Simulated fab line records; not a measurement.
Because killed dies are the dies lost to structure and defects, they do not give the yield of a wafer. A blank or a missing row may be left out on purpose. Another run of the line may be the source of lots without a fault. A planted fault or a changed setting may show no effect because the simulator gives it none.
8D (eight disciplines) problem report, filled in by code + flow nand_harc + the parts of the form that need people (team, actions taken, sign-off) are left out

1. PROBLEM STATEMENT
A mean of 675 is read at NHARC_END_SORT_01 for killed_at_array, taken on 1 wafer of 1 lot, against 25 (standard deviation 7.8) on wafers free of any fault. That is +83 standard deviations from the usual mean.
First observed at day 23 22:08: wafer L658.5, on prober-01. The record holds 2 wafers of 1 lot with a number at this step. Rule for "out" (also "out of limits"): further than 4 standard deviations from the usual mean. The rest of the wafers with a number are treated as sound.

2. WHAT IT IS, AND WHAT IT ISN'T
| question                    | is                           | is not                                                          |
|-----------------------------|------------------------------|-----------------------------------------------------------------|
| which readings at this step | killed_at_array, killed_dies | killed_at_other, killed_at_periphery, killed_open, killed_short |
| which lots                  | L658                         | -                                                               |
| which wafers of those lots  | L658.5                       | L658.2                                                          |
| read on which gauges        | prober-01                    | -                                                               |
| when                        | from day 23 22:08            | up to then (1 sound wafer)                                      |

3. THE SUSPECTS, EACH WITH WHAT RULES IT OUT
Counting: a tool at a process step up to the reading stays a suspect if it ran every lot that is out. Sound lots after the first of them don't rule it out here, since some wafers of a struck lot are sound.
- the gauge at NHARC_END_SORT_01: kept. All the wafers that are out were read on prober-01, and no step on other tools shows them out.
- pecvd-01 at NHARC_A_SGD_CUT_DEP_00 (deposits SiNx, target thk 50 nm): kept. It ran the lot that is out, L658 (day 17 21:49).
- rie_metal-03 at NHARC_THIN_TSV_ETCH_59 (etches the open film in Cl2/BCl3, target depth 880 nm, time 138.1 s): kept. It ran the lot that is out, L658 (day 23 04:49).
The count leaves pecvd-01 at NHARC_A_SGD_CUT_DEP_00, rie_metal-03 at NHARC_THIN_TSV_ETCH_59, and prober-01 at NHARC_END_SORT_01.

4. THE CAUSE (what the simulator had put in)
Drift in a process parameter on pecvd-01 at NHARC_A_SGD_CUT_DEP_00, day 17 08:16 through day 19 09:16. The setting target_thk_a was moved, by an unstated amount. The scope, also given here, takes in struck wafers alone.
After counting, 3 suspects remain, this tool included.

5. SEQUENCE OF EFFECTS, ordered by route
One row per reading whose mean, taken over the struck wafers that have a number, lies over 3 standard deviations from the usual. Only readings for which the record gives a usual standard deviation are gone through. hours: the time from each lot's start at the first step in this table that gives one to its start at this step, as a median over the lots. sigmas: the change in usual standard deviations.
| hours | step              | reading         | usual | on struck wafers | change | sigmas |
|-------|-------------------|-----------------|-------|------------------|--------|--------|
| 0     | NHARC_END_SORT_01 | killed_at_array | 25    | 675              | +650   | +83    |
| 0     | NHARC_END_SORT_01 | killed_dies     | 29    | 677              | +648   | +79    |

6. HOW IT WOULD HAVE BEEN CAUGHT EARLIER
In this record the first reading out of limits at a measuring or inspecting step was taken at day 23 22:08, 158 hours after the fault began at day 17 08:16.
An alarm limit of 4 standard deviations would not have fired on the tool readings at NHARC_A_SGD_CUT_DEP_00 for which the record gives a usual standard deviation, since none of them was out on any struck wafer.
By day 23 22:08, every lot that is out (1) had started NHARC_A_SGD_CUT_DEP_00 on pecvd-01. A hold on the tool at that time would have spared none of them.
